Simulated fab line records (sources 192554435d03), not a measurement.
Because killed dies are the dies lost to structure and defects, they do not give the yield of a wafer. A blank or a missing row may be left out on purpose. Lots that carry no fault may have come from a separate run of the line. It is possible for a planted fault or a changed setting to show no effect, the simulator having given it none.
fab line records	flow n5_finfet	part 1 of 2: steps 1 to 15 of 25
[record] lots = 5	wafers = 15	last_day = 17
route steps=1938 shown BEOL_M7@1295
lots that met no fault: from a run of the same line without faults
start_h: start of the lot's first displayed wafer, in hours after the record's first day	wait_h: hours from the lot's prior step to this one	" repeats the value in the row above	L1.1+2: one row covering several wafers at once	- value missing, or start not given	* or withheld: withheld	< > ~ a bound
route shown NAME@n: a module of which the file shows steps, and the number in the route of the first	usual: mean/standard deviation taken from wafers without a fault	same: alike in all rows	chamber/n: place in a boat	sites: each site's reading	_std_site: standard deviation of those values	_edge_site: mean of outer sites minus mean of inner sites	radius_mm: for every site, how far away it sits from the centre of the wafer	mask NAME#n: copy n	behind: the most recent tool/chamber to have shaped the wafer	hold: cause of the lot's hold/its duration in hours/its outcome	device: whichever transistor did not switch (one of n, p or np)	end of line: tests of these same wafers at the route's end	a step without rows: its recipe alone	killed: dies that structure and defects cost at the first sort, which is not the same as the wafer's yield	map: dies across one wafer; x = killed, . = not, _ = none there
set.NAME: setting as actually run; set.NAME@STEP: the setting as run at that earlier step	model.NAME: the simulator's own value behind a step, which no gauge read
lots at selected steps of the route; one table per step, one row per wafer
services: a tool's chamber out of use, with start hour (start_h, from the record's first day; less than 0 if before it), hours out, and reason
[[steps]]
[step N5_BEOL_M7_DEVELOP_27]
[recipe] develop_time_s = 30	developer = TMAH	resist = CAR-EUV	rinse_liquid = surfactant_rinse	dry = air_spin	dev_temp_c = 23
[usual] exhaust_pa = 45.2/0.74
lot.wafer	tool	chamber	start_h	wait_h	exhaust_pa
L077.1	litho_track-02	0	-	-	45.5
L077.3	"	0	"	"	46.3
L077.6	"	0	"	"	45.9
L078.3	litho_track-04	0	-	-	44.3
L078.5	"	0	"	"	45.5
L078.6	"	0	"	"	44.4
L084.3	litho_track-03	0	-	-	46.2
L084.5	"	0	"	"	45.2
L084.6	"	0	"	"	45.6
L091.2	litho_track-03	0	-	-	44.0
L091.3	"	0	"	"	45.0
L091.6	"	0	"	"	43.8
L095.2	litho_track-03	0	-	-	44.7
L095.3	"	0	"	"	46.4
L095.4	"	0	"	"	45.1
[step N5_BEOL_M7_CD_MEAS_28]
[recipe] target_cd_nm = 40	landing_energy_ev = 500	detector = se_inlens
[usual] cd_nm = 39.99/0.21
lot.wafer	tool	chamber	start_h	wait_h	cd_nm
L077.1	cd_sem-03	0	203.74	-	39.66
L077.3	"	0	"	"	40.11
L077.6	"	0	"	"	39.59
L078.3	cd_sem-03	0	216.21	-	40.10
L078.5	"	0	"	"	39.97
L078.6	"	0	"	"	39.91
L084.3	cd_sem-01	0	246.86	-	40.36
L084.5	"	0	"	"	40.32
L084.6	"	0	"	"	40.17
L091.2	cd_sem-01	0	312.70	-	39.87
L091.3	"	0	"	"	40.05
L091.6	"	0	"	"	39.82
L095.2	cd_sem-02	0	323.23	-	40.47
L095.3	"	0	"	"	40.42
L095.4	"	0	"	"	39.89
[step N5_BEOL_M7_OVL_MEAS_29]
[recipe] points_per_wafer = 522
[usual] V6_OVL = -0.4/0.67
lot.wafer	tool	chamber	start_h	wait_h	V6_OVL[nm]
L077.1	overlay-02	0	203.77	0.0	1.0
L077.3	"	0	"	"	0.5
L077.6	"	0	"	"	0.9
L078.3	overlay-02	0	216.25	0.0	-1.1
L078.5	"	0	"	"	-0.2
L078.6	"	0	"	"	-1.2
L084.3	overlay-01	0	246.90	0.0	-0.8
L084.5	"	0	"	"	-0.9
L084.6	"	0	"	"	-0.7
L091.2	overlay-01	0	312.74	0.0	-0.2
L091.3	"	0	"	"	-0.2
L091.6	"	0	"	"	-0.5
L095.2	overlay-01	0	323.27	0.0	-0.2
L095.3	"	0	"	"	0.2
L095.4	"	0	"	"	-0.9
[step N5_BEOL_M7_INSPECT_30]
[recipe] mode = adi	inspect_instrument = brightfield
[usual] raw_defect_count = 412/89
lot.wafer	tool	chamber	start_h	wait_h	raw_defect_count
L077.1	defect_inspect-01	-	203.83	0.1	383
L077.3	"	-	"	"	391
L077.6	"	-	"	"	302
L078.3	defect_inspect-01	-	216.30	0.0	479
L078.5	"	-	"	"	474
L078.6	"	-	"	"	506
L084.3	defect_inspect-01	-	246.96	0.1	308
L084.5	"	-	"	"	482
L084.6	"	-	"	"	516
L091.2	defect_inspect-02	-	312.79	0.0	298
L091.3	"	-	"	"	302
L091.6	"	-	"	"	349
L095.2	defect_inspect-02	-	323.32	0.0	350
L095.3	"	-	"	"	327
L095.4	"	-	"	"	402
[step N5_BEOL_M7_DESCUM_33]
[recipe] chemistry = O2	time_s = 7	source_power_w = 50	bias_power_w = 20	pressure_mtorr = 20	rf_frequency_hz = 2.712e+07	temp_c = 40	resist = CAR-EUV	o2_flow_sccm = 225
[usual] drypump_motor_current_A = 5.5/0.45	oes_product_au = 0.81/0.12	rf_vpp_V = 242.9/1.4	showerhead_plenum_p_Torr = 2.07/0.08	temp_c = 40.01/0.12	throttle_valve_pct = 20.2/0.35
lot.wafer	tool	chamber	start_h	wait_h	drypump_motor_current_A	oes_product_au	rf_hours_counter_h	rf_vpp_V	showerhead_plenum_p_Torr	temp_c	throttle_valve_pct
L077.1	rie_diel-04	3	203.86	0.0	6.1	0.76	134	240.0	2.02	40.31	20.5
L077.3	"	0	"	"	5.1	0.69	216	242.1	1.98	40.17	20.3
L077.6	"	0	"	"	5.1	0.69	-	240.8	1.98	40.11	20.3
L078.3	rie_diel-04	1	216.33	0.0	5.0	0.70	177	241.4	2.00	39.90	20.5
L078.5	"	3	"	"	6.1	0.77	-	241.5	2.02	40.19	20.5
L078.6	"	0	"	"	5.1	0.69	-	242.9	1.98	40.02	20.3
L084.3	rie_diel-05	3	246.99	0.0	5.0	0.94	15	241.6	2.03	39.95	19.6
L084.5	"	0	"	"	5.5	0.86	-	244.8	2.11	40.18	19.9
L084.6	"	1	"	"	5.8	1.00	-	245.7	2.24	39.94	20.0
L091.2	rie_diel-04	1	312.84	0.0	5.0	0.68	210	242.6	1.99	40.19	20.5
L091.3	"	2	"	"	6.3	0.99	2	243.3	2.06	40.09	20.5
L091.6	"	3	"	"	6.0	0.74	-	242.1	2.01	40.04	20.5
L095.2	rie_diel-05	1	323.44	0.1	5.8	0.92	23	244.3	2.23	39.98	20.1
L095.3	"	3	"	"	5.0	0.89	38	243.2	2.02	39.98	19.6
L095.4	"	0	"	"	5.5	0.82	92	241.8	2.11	40.22	19.9
[step N5_BEOL_M7_ETCH_72]
[recipe] chemistry = N2/H2	target = underlayer	target_depth_a = 65	mask_material = CAR-EUV	time_s = 5.2	ion_energy_ev = 200	pressure_mtorr = 30	source_w = 840	bias_w = 150	n2_flow_sccm = 200	h2_flow_sccm = 200	ends = cleared
[usual] drypump_motor_current_A = 5.5/0.46	etch_rf_on_time_s = 5.19/0.13	n2_flow_sccm = 200.0/0.6	oes_product_au = 0.69/0.098	rf_vpp_V = 523.1/2.8	showerhead_plenum_p_Torr = 2.51/0.1	throttle_valve_pct = 17.6/0.37
lot.wafer	tool	chamber	start_h	wait_h	drypump_motor_current_A	etch_rf_on_time_s	n2_flow_sccm	oes_product_au	rf_hours_counter_h	rf_vpp_V	showerhead_plenum_p_Torr	throttle_valve_pct
L077.1	rie_diel-04	3	203.90	0.0	6.1	5.16	200.8	0.66	134	521.4	2.44	17.8
L077.3	"	0	"	"	5.1	5.15	200.6	0.59	217	518.5	2.41	17.8
L077.6	"	0	"	"	5.1	5.14	200.3	0.61	-	522.0	2.41	17.8
L078.3	rie_diel-04	1	216.36	0.0	5.0	5.32	201.0	0.60	177	521.7	2.42	17.9
L078.5	"	3	"	"	6.1	5.18	200.1	0.65	-	520.7	2.44	17.8
L078.6	"	0	"	"	5.1	5.10	199.6	0.60	-	521.9	2.41	17.8
L084.3	rie_diel-05	3	247.03	0.0	5.0	4.98	199.9	0.83	15	523.3	2.49	17.1
L084.5	"	0	"	"	5.5	5.19	199.4	0.73	-	523.9	2.56	17.2
L084.6	"	1	"	"	5.8	5.37	200.5	0.84	-	530.9	2.73	17.7
L091.2	rie_diel-04	1	312.87	0.0	5.0	5.36	199.2	0.58	210	522.1	2.41	17.9
L091.3	"	2	"	"	6.3	5.01	199.4	0.86	2	522.4	2.51	18.0
L091.6	"	3	"	"	6.0	5.29	200.1	0.62	-	521.5	2.43	17.9
L095.2	rie_diel-05	1	323.47	0.0	5.8	5.48	199.6	0.75	23	526.7	2.73	17.7
L095.3	"	3	"	"	5.0	5.07	200.5	0.78	38	522.3	2.48	17.2
L095.4	"	0	"	"	5.5	5.30	200.7	0.70	92	522.7	2.55	17.2
[step N5_BEOL_M7_ETCH_65]
[recipe] chemistry = CF4	target = SiARC	target_depth_a = 156	mask_material = CAR-EUV	time_s = 26	ion_energy_ev = 80	pressure_mtorr = 40	source_w = 545	bias_w = 36	Ar_flow_sccm = 100	cf4_flow_sccm = 100	ends = cleared
[usual] drypump_motor_current_A = 5.5/0.46	etch_rf_on_time_s = 25.9/0.71	oes_product_au = 0.70/0.097	rf_vpp_V = 183.7/1.2	showerhead_plenum_p_Torr = 2.12/0.077	throttle_valve_pct = 15.4/0.33
lot.wafer	tool	chamber	start_h	wait_h	drypump_motor_current_A	etch_rf_on_time_s	oes_product_au	rf_hours_counter_h	rf_vpp_V	showerhead_plenum_p_Torr	throttle_valve_pct
L077.1	rie_diel-04	3	203.91	0.0	6.1	25.6	0.66	134	182.0	2.06	15.7
L077.3	"	0	"	"	5.1	25.7	0.60	217	183.1	2.03	15.6
L077.6	"	0	"	"	5.1	25.6	0.60	-	182.8	2.03	15.6
L078.3	rie_diel-04	1	216.38	0.0	5.0	26.4	0.60	177	183.1	2.05	15.6
L078.5	"	3	"	"	6.1	25.7	0.66	-	184.2	2.06	15.7
L078.6	"	0	"	"	5.1	25.8	0.60	-	183.2	2.03	15.6
L084.3	rie_diel-05	3	247.04	0.0	5.0	25.3	0.81	15	182.5	2.09	14.9
L084.5	"	0	"	"	5.5	25.9	0.72	-	186.3	2.17	15.1
L084.6	"	1	"	"	5.8	26.7	0.83	-	185.6	2.27	15.1
L091.2	rie_diel-04	1	312.89	0.0	5.0	26.6	0.58	210	183.1	2.04	15.7
L091.3	"	2	"	"	6.3	24.6	0.88	2	182.8	2.11	15.5
L091.6	"	3	"	"	6.1	25.9	0.63	-	181.8	2.05	15.7
L095.2	rie_diel-05	1	323.49	0.0	5.8	27.3	0.77	23	186.1	2.26	15.1
L095.3	"	3	"	"	5.0	25.1	0.77	38	183.2	2.08	15.0
L095.4	"	0	"	"	5.5	26.5	0.70	92	182.5	2.16	15.2
[step N5_BEOL_M7_ETCH_66]
[recipe] chemistry = N2/H2	target = SOC	target_depth_a = 800	overetch_a = 160	mask_material = SiARC	temp_c = 40	time_s = 120	ion_energy_ev = 200	pressure_mtorr = 30	source_w = 840	bias_w = 150	n2_flow_sccm = 200	h2_flow_sccm = 200
[usual] drypump_motor_current_A = 5.5/0.46	n2_flow_sccm = 200.0/0.6	oes_product_au = 0.62/0.085	rf_vpp_V = 523.1/2.8	showerhead_plenum_p_Torr = 2.51/0.1	temp_c = 40.02/0.12	throttle_valve_pct = 17.6/0.37
lot.wafer	tool	chamber	start_h	wait_h	drypump_motor_current_A	n2_flow_sccm	oes_product_au	rf_hours_counter_h	rf_vpp_V	showerhead_plenum_p_Torr	temp_c	throttle_valve_pct
L077.1	rie_diel-04	3	203.94	0.0	6.1	200.0	0.58	134	520.5	2.44	40.03	17.8
L077.3	"	0	"	"	5.1	199.4	0.54	217	520.0	2.41	39.82	17.7
L077.6	"	0	"	"	5.1	199.1	0.54	-	521.1	2.41	39.86	17.7
L078.3	rie_diel-04	1	216.41	0.0	5.0	199.9	0.56	177	521.7	2.42	40.02	17.8
L078.5	"	3	"	"	6.1	201.2	0.59	-	520.9	2.44	39.94	17.8
L078.6	"	0	"	"	5.1	200.4	0.53	-	519.3	2.41	40.06	17.7
L084.3	rie_diel-05	3	247.07	0.0	5.0	199.4	0.71	15	522.2	2.49	40.00	17.1
L084.5	"	0	"	"	5.5	200.5	0.65	-	524.7	2.56	40.13	17.2
L084.6	"	1	"	"	5.8	200.3	0.75	-	530.0	2.73	39.89	17.6
L091.2	rie_diel-04	1	312.92	0.0	5.0	199.3	0.52	210	519.6	2.41	40.18	17.9
L091.3	"	2	"	"	6.3	199.0	0.76	2	521.7	2.51	40.16	17.9
L091.6	"	3	"	"	6.1	200.0	0.56	-	521.9	2.43	39.88	17.8
L095.2	rie_diel-05	1	323.52	0.0	5.8	200.4	0.70	23	527.3	2.73	40.08	17.6
L095.3	"	3	"	"	5.0	198.8	0.68	38	523.8	2.48	40.08	17.1
L095.4	"	0	"	"	5.5	199.8	0.63	92	524.2	2.55	40.05	17.2
[step N5_BEOL_M7_STRIP_69]
[recipe] chemistry = N2/H2	temp_c = 40	n2_flow_sccm = 200	h2_flow_sccm = 200	rf_frequency_hz = 6e+07
lot.wafer	tool	chamber	start_h	wait_h
L077.1+3+6	rie_diel-04	3,0,0	204.02	0.0
L078.3+5+6	rie_diel-04	1,3,0	216.49	0.0
L084.3+5+6	rie_diel-05	3,0,1	247.15	0.0
L091.2+3+6	rie_diel-04	1,2,3	313.00	0.0
L095.2+3+4	rie_diel-05	1,3,0	323.60	0.0
[step N5_BEOL_M7_STRIP_73]
[recipe] chemistry = N2/H2	temp_c = 40	n2_flow_sccm = 200	h2_flow_sccm = 200	rf_frequency_hz = 6e+07
lot.wafer	tool	chamber	start_h	wait_h
L077.1+3+6	rie_diel-04	3,0,0	204.03	0.0
L078.3+5+6	rie_diel-04	1,3,0	216.50	0.0
L084.3+5+6	rie_diel-05	3,0,1	247.16	0.0
L091.2+3+6	rie_diel-04	1,2,3	313.01	0.0
L095.2+3+4	rie_diel-05	1,3,0	323.61	0.0
[step N5_BEOL_M7_VIA_ETCH_34]
[recipe] chemistry = C4F6/O2	target = SiCOH_lowk	target_depth_a = 1255	mask_material = SOC	taper_deg = 4	time_s = 50.5	ion_energy_ev = 250	pressure_mtorr = 30	source_w = 345	bias_w = 185	Ar_flow_sccm = 300	C4F6_flow_sccm = 10	O2_flow_sccm = 10
[usual] drypump_motor_current_A = 5.5/0.46	oes_ar_750_au = 0.82/0.11	oes_f_703_au = 0.82/0.11	oes_product_au = 0.81/0.11	rf_vpp_V = 656/13	showerhead_plenum_p_Torr = 2.81/0.11	throttle_valve_pct = 20.62/0.28
lot.wafer	tool	chamber	start_h	wait_h	drypump_motor_current_A	oes_ar_750_au	oes_f_703_au	oes_product_au	rf_hours_counter_h	rf_vpp_V	showerhead_plenum_p_Torr	throttle_valve_pct
L077.1	rie_diel-04	3	204.04	0.0	6.1	0.77	0.78	0.76	134	645	2.73	20.80
L077.3	"	0	"	"	5.1	0.71	0.71	0.71	217	677	2.69	20.74
L077.6	"	0	"	"	5.1	0.71	0.70	0.71	-	676	2.70	20.74
L078.3	rie_diel-04	1	216.51	0.0	5.0	0.72	0.71	0.71	177	642	2.73	20.92
L078.5	"	3	"	"	6.1	0.77	0.78	0.76	-	644	2.72	20.80
L078.6	"	0	"	"	5.1	0.70	0.70	0.70	-	676	2.69	20.73
L084.3	rie_diel-05	3	247.17	0.0	5.0	0.95	0.97	0.96	15	645	2.79	20.20
L084.5	"	0	"	"	5.5	0.86	0.86	0.85	-	663	2.88	20.38
L084.6	"	1	"	"	5.8	0.97	0.95	0.99	-	670	3.04	20.54
L091.2	rie_diel-04	1	313.02	0.0	5.0	0.70	0.70	0.67	210	642	2.71	20.95
L091.3	"	2	"	"	6.3	1.01	1.05	1.01	2	642	2.78	20.79
L091.6	"	3	"	"	6.0	0.74	0.75	0.73	-	645	2.71	20.87
L095.2	rie_diel-05	1	323.62	0.0	5.8	0.90	0.88	0.91	23	671	3.03	20.57
L095.3	"	3	"	"	5.0	0.91	0.92	0.89	38	645	2.78	20.25
L095.4	"	0	"	"	5.5	0.83	0.82	0.83	92	663	2.87	20.42
[step N5_BEOL_M7_STRIP_76]
[recipe] chemistry = C4F6/O2	resist = SiARC	rf_frequency_hz = 6e+07
lot.wafer	tool	chamber	start_h	wait_h
L077.1+3+6	rie_diel-04	3,0,0	204.08	0.0
L078.3+5+6	rie_diel-04	1,3,0	216.55	0.0
L084.3+5+6	rie_diel-05	3,0,1	247.21	0.0
L091.2+3+6	rie_diel-04	1,2,3	313.06	0.0
L095.2+3+4	rie_diel-05	1,3,0	323.66	0.0
[step N5_BEOL_M7_STRIP_36]
[recipe] chemistry = N2/H2	power_w = 450	temp_c = 40	pressure_mtorr = 20	rf_frequency_hz = 6e+07	overash_fraction = 0.3	bias_power_w = 7	h2_frac = 0.5	n2_flow_sccm = 200	h2_flow_sccm = 200
[usual] drypump_motor_current_A = 5.5/0.45	n2_flow_sccm = 200.0/0.61	oes_product_au = 0.81/0.12	rf_vpp_V = 59.1/1.5	showerhead_plenum_p_Torr = 2.51/0.1	temp_c = 40.00/0.11	throttle_valve_pct = 23.3/0.47
lot.wafer	tool	chamber	start_h	wait_h	drypump_motor_current_A	n2_flow_sccm	oes_product_au	rf_hours_counter_h	rf_vpp_V	showerhead_plenum_p_Torr	temp_c	throttle_valve_pct
L077.1	rie_diel-04	3	204.09	0.0	6.1	199.1	0.76	134	60.6	2.44	39.97	23.5
L077.3	"	0	"	"	5.1	199.7	0.70	217	58.6	2.40	39.89	23.5
L077.6	"	0	"	"	5.1	198.5	0.70	-	59.7	2.40	40.11	23.5
L078.3	rie_diel-04	1	216.56	0.0	5.0	199.2	0.70	177	57.7	2.42	39.93	23.7
L078.5	"	3	"	"	6.0	200.8	0.77	-	60.1	2.44	39.82	23.5
L078.6	"	0	"	"	5.1	199.3	0.69	-	56.9	2.40	40.08	23.5
L084.3	rie_diel-05	3	247.22	0.0	5.0	200.3	0.93	15	57.7	2.48	39.93	22.8
L084.5	"	0	"	"	5.5	201.0	0.86	-	60.6	2.56	39.98	22.8
L084.6	"	1	"	"	5.8	200.0	1.00	-	58.3	2.73	40.05	23.7
L091.2	rie_diel-04	1	313.07	0.0	5.0	200.4	0.68	210	57.4	2.40	40.01	23.8
L091.3	"	2	"	"	6.3	199.8	1.01	2	56.8	2.50	40.14	24.0
L091.6	"	3	"	"	6.0	200.1	0.73	-	58.1	2.42	39.90	23.5
L095.2	rie_diel-05	1	323.67	0.0	5.8	200.2	0.92	23	60.8	2.72	39.99	23.8
L095.3	"	3	"	"	5.0	199.7	0.89	38	60.0	2.47	39.95	22.8
L095.4	"	0	"	"	5.5	199.6	0.83	92	59.1	2.55	40.03	22.8
[step N5_BEOL_M7_TRENCH_ETCH_37]
[recipe] chemistry = C4F6/O2	target_depth_a = 934.78	target = SiCOH_lowk	time_s = 31.2	ion_energy_ev = 250	pressure_mtorr = 30	source_w = 345	bias_w = 185	Ar_flow_sccm = 300	C4F6_flow_sccm = 10	O2_flow_sccm = 10
[usual] drypump_motor_current_A = 5.5/0.45	oes_ar_750_au = 0.82/0.11	oes_f_703_au = 0.82/0.11	oes_product_au = 0.81/0.11	rf_vpp_V = 656/13	showerhead_plenum_p_Torr = 2.81/0.11	throttle_valve_pct = 20.65/0.28
lot.wafer	tool	chamber	start_h	wait_h	drypump_motor_current_A	oes_ar_750_au	oes_f_703_au	oes_product_au	rf_hours_counter_h	rf_vpp_V	showerhead_plenum_p_Torr	throttle_valve_pct
L077.1	rie_diel-04	3	-	-	6.1	0.76	0.78	0.77	134	644	2.73	20.82
L077.3	"	0	"	"	5.1	0.71	0.70	0.71	217	675	2.69	20.77
L077.6	"	0	"	"	5.1	0.71	0.71	0.70	-	677	2.70	20.77
L078.3	rie_diel-04	1	-	-	5.0	0.72	0.72	0.71	177	641	2.73	20.95
L078.5	"	3	"	"	6.1	0.77	0.78	0.76	-	645	2.72	20.84
L078.6	"	0	"	"	5.1	0.71	0.71	0.70	-	677	2.69	20.77
L084.3	rie_diel-05	3	-	-	5.0	0.94	0.97	0.94	15	646	2.79	20.23
L084.5	"	0	"	"	5.5	0.86	0.85	0.86	-	665	2.88	20.41
L084.6	"	1	"	"	5.8	0.97	0.94	0.97	-	671	3.04	20.56
L091.2	rie_diel-04	1	-	-	5.0	0.70	0.69	0.68	210	641	2.71	21.00
L091.3	"	2	"	"	6.3	1.01	1.06	1.01	2	641	2.78	20.83
L091.6	"	3	"	"	6.0	0.74	0.75	0.72	-	644	2.71	20.88
L095.2	rie_diel-05	1	-	-	5.8	0.90	0.87	0.90	23	670	3.03	20.59
L095.3	"	3	"	"	5.0	0.90	0.91	0.89	38	644	2.78	20.26
L095.4	"	0	"	"	5.5	0.82	0.82	0.82	92	662	2.87	20.44
[step N5_BEOL_M7_ETCH_41]
[recipe] chemistry = CH3F/O2	target = SiCN	target_depth_a = 319	taper_deg = 2	time_s = 57.8	ion_energy_ev = 120	mask_material = TiN	pressure_mtorr = 30	source_w = 395	bias_w = 75	Ar_flow_sccm = 150	CH3F_flow_sccm = 30	O2_flow_sccm = 20
[usual] CH3F_flow_sccm = 30.01/0.094	drypump_motor_current_A = 5.5/0.45	oes_product_au = 0.81/0.11	rf_vpp_V = 296.8/1.8	showerhead_plenum_p_Torr = 1.98/0.079	throttle_valve_pct = 16.07/0.3
lot.wafer	tool	chamber	start_h	wait_h	CH3F_flow_sccm	drypump_motor_current_A	oes_product_au	rf_hours_counter_h	rf_vpp_V	showerhead_plenum_p_Torr	throttle_valve_pct
L077.1	rie_diel-04	3	-	-	29.96	6.1	0.76	134	295.0	1.91	16.29
L077.3	"	0	"	"	30.02	5.1	0.70	217	294.8	1.89	16.24
L077.6	"	0	"	"	29.87	5.1	0.70	-	296.0	1.89	16.23
L078.3	rie_diel-04	1	-	-	29.97	5.0	0.71	177	295.3	1.91	16.34
L078.5	"	3	"	"	29.90	6.1	0.77	-	294.4	1.91	16.30
L078.6	"	0	"	"	29.90	5.1	0.70	-	295.2	1.89	16.25
L084.3	rie_diel-05	3	-	-	29.92	5.0	0.95	15	295.9	1.96	15.64
L084.5	"	0	"	"	29.96	5.5	0.85	-	298.6	2.03	15.83
L084.6	"	1	"	"	29.97	5.8	0.97	-	298.8	2.14	15.88
L091.2	rie_diel-04	1	-	-	30.17	5.0	0.68	210	296.0	1.90	16.39
L091.3	"	2	"	"	29.99	6.3	1.01	2	297.4	1.95	16.15
L091.6	"	3	"	"	30.17	6.1	0.74	-	294.6	1.90	16.36
L095.2	rie_diel-05	1	-	-	30.02	5.8	0.90	23	300.7	2.13	15.92
L095.3	"	3	"	"	30.10	5.0	0.90	38	295.3	1.95	15.68
L095.4	"	0	"	"	30.04	5.5	0.82	92	297.1	2.02	15.87
